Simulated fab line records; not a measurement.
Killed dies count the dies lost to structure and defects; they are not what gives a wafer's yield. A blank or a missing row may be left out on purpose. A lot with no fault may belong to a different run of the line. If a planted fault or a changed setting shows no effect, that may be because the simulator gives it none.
Split-lot study || flow n5 finfet || on a route of 1938 steps: 7 lots, 21 wafers read

## SPLIT DETAILS
At N5_BEOL_M4_ILD_DEP_00 (deposits SiOC from DEMS/O2, target thk 79 nm, time 15.3 s), the setting time s was moved away from the recipe's 15.3 s on 8 of the 21 wafers read, by -11.2% to +6.9%. This setting was run at the recipe's value on the other wafers.

Between the split and the reading, the file records no step.

## THE READING
M4_ILD_THK at N5_BEOL_M4_THK_MEAS_01, in nm. On this fab line, fault-free wafers typically give 79.1 nm with a standard deviation of 0.9 nm.

{"wafer": "L078.2", "tool, chamber at the split": "pecvd-01, 0", "time s as run, s": 13.72, "against the recipe": "-10.3%", "M4_ILD_THK, nm": 69.6, "against lot-mates on the recipe": "no lot-mate on the recipe"}
{"wafer": "L078.4", "tool, chamber at the split": "pecvd-01, 1", "time s as run, s": 13.72, "against the recipe": "-10.3%", "M4_ILD_THK, nm": 71.4, "against lot-mates on the recipe": "no lot-mate on the recipe"}
{"wafer": "L078.5", "tool, chamber at the split": "pecvd-01, 0", "time s as run, s": 13.72, "against the recipe": "-10.3%", "M4_ILD_THK, nm": 71.0, "against lot-mates on the recipe": "no lot-mate on the recipe"}
{"wafer": "L080.2", "tool, chamber at the split": "pecvd-02, 0", "time s as run, s": 15.88, "against the recipe": "+3.8%", "M4_ILD_THK, nm": 81.2, "against lot-mates on the recipe": "+2.7"}
{"wafer": "L080.3", "tool, chamber at the split": "pecvd-02, 2", "time s as run, s": 15.3, "against the recipe": "recipe", "M4_ILD_THK, nm": 78.5, "against lot-mates on the recipe": "-"}
{"wafer": "L080.6", "tool, chamber at the split": "pecvd-02, 0", "time s as run, s": 15.88, "against the recipe": "+3.8%", "M4_ILD_THK, nm": 82.9, "against lot-mates on the recipe": "+4.4"}
{"wafer": "L083.2", "tool, chamber at the split": "pecvd-02, 0", "time s as run, s": 15.3, "against the recipe": "recipe", "M4_ILD_THK, nm": 78.9, "against lot-mates on the recipe": "-"}
{"wafer": "L083.4", "tool, chamber at the split": "pecvd-02, 2", "time s as run, s": 15.3, "against the recipe": "recipe", "M4_ILD_THK, nm": 81.0, "against lot-mates on the recipe": "-"}
{"wafer": "L083.5", "tool, chamber at the split": "pecvd-02, 0", "time s as run, s": 15.3, "against the recipe": "recipe", "M4_ILD_THK, nm": 81.5, "against lot-mates on the recipe": "-"}
{"wafer": "L085.1", "tool, chamber at the split": "pecvd-01, 1", "time s as run, s": 15.3, "against the recipe": "recipe", "M4_ILD_THK, nm": 78.9, "against lot-mates on the recipe": "-"}
{"wafer": "L085.4", "tool, chamber at the split": "pecvd-01, 1", "time s as run, s": 13.59, "against the recipe": "-11.2%", "M4_ILD_THK, nm": 71.5, "against lot-mates on the recipe": -8.0}
{"wafer": "L085.6", "tool, chamber at the split": "pecvd-01, 2", "time s as run, s": 15.3, "against the recipe": "recipe", "M4_ILD_THK, nm": 80.1, "against lot-mates on the recipe": "-"}
{"wafer": "L086.4", "tool, chamber at the split": "pecvd-01, 0", "time s as run, s": 16.35, "against the recipe": "+6.9%", "M4_ILD_THK, nm": 84.2, "against lot-mates on the recipe": "+4.2"}
{"wafer": "L086.5", "tool, chamber at the split": "pecvd-01, 1", "time s as run, s": 15.3, "against the recipe": "recipe", "M4_ILD_THK, nm": 80.5, "against lot-mates on the recipe": "-"}
{"wafer": "L086.6", "tool, chamber at the split": "pecvd-01, 2", "time s as run, s": 15.3, "against the recipe": "recipe", "M4_ILD_THK, nm": 79.5, "against lot-mates on the recipe": "-"}
{"wafer": "L091.3", "tool, chamber at the split": "pecvd-02, 2", "time s as run, s": 16.02, "against the recipe": "+4.7%", "M4_ILD_THK, nm": 81.8, "against lot-mates on the recipe": "+1.3"}
{"wafer": "L091.4", "tool, chamber at the split": "pecvd-02, 2", "time s as run, s": 15.3, "against the recipe": "recipe", "M4_ILD_THK, nm": 81.1, "against lot-mates on the recipe": "-"}
{"wafer": "L091.6", "tool, chamber at the split": "pecvd-02, 0", "time s as run, s": 15.3, "against the recipe": "recipe", "M4_ILD_THK, nm": 79.9, "against lot-mates on the recipe": "-"}
{"wafer": "L095.1", "tool, chamber at the split": "pecvd-02, 2", "time s as run, s": 15.3, "against the recipe": "recipe", "M4_ILD_THK, nm": 79.3, "against lot-mates on the recipe": "-"}
{"wafer": "L095.2", "tool, chamber at the split": "pecvd-02, 0", "time s as run, s": 15.3, "against the recipe": "recipe", "M4_ILD_THK, nm": 79.1, "against lot-mates on the recipe": "-"}
{"wafer": "L095.3", "tool, chamber at the split": "pecvd-02, 1", "time s as run, s": 15.3, "against the recipe": "recipe", "M4_ILD_THK, nm": 79.9, "against lot-mates on the recipe": "-"}

FIT RESULTS
A straight line over all 21 wafers: M4_ILD_THK changes by +0.785 nm for each +1% of time s; r = +0.97; the points scatter about the line by 1 nm.
The same after taking each lot's own level away (the mean of its wafers on the recipe; 18 wafers): +0.68 nm for each +1%; r = +0.94; scatter 0.91 nm.
Per that fit: largest time s move, reading shift of 7.6 nm.
The lots' own levels span 78.50 to 80.50 nm, that is 2.2 times the standard deviation above.
Thus the slope moves with the lot-to-lot level: the two fits are different.
Check: with one of the wafers moved furthest among these (-11.2%) left out of the fit, the line predicts -6.93 nm for it against its lot-mates. Against them it came out at -8 nm.

## OTHER SPLITS ON THESE WAFERS
Other splits were also applied to these wafers ahead of the reading. Each is held against what the fit with the lots' levels taken away leaves over:
{"other split on the same wafers": "N5_BEOL_M1_EXPOSE_08 dose mj", "wafers away from the commonest value": 6, "r with M4_ILD_THK (lot level and that fit taken away)": -0.17}
{"other split on the same wafers": "N5_BEOL_M1_ETCH_64 source w", "wafers away from the commonest value": 10, "r with M4_ILD_THK (lot level and that fit taken away)": -0.22}
{"other split on the same wafers": "N5_BEOL_M3_COAT_62 spin rpm", "wafers away from the commonest value": 7, "r with M4_ILD_THK (lot level and that fit taken away)": "+0.06"}
{"other split on the same wafers": "N5_BEOL_M3_EXPOSE_08 dose mj", "wafers away from the commonest value": 6, "r with M4_ILD_THK (lot level and that fit taken away)": -0.26}

## THE WHOLE CHAIN: every reading that the file lists as answering this split, in the file's order
{"step": "N5_BEOL_M4_ILD_DEP_00", "what it does": "deposits SiOC from DEMS/O2, target thk 79 nm, time 15.3 s", "reading": "SiOC_of_BEOL_M4_ILD_DEP_00.thk nm (the simulator's own value, which no gauge read)", "change (the file's fit)": "+0.66 nm for each +1% of the setting", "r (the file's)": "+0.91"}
{"step": "N5_BEOL_M4_THK_MEAS_01", "what it does": "", "reading": "M4_ILD_THK", "change (the file's fit)": "+0.662 for each +1% of the setting", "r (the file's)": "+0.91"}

## THE FILE'S OWN FIT
M4_ILD_THK changes by +0.662 nm for each +1% of time s, r = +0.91.
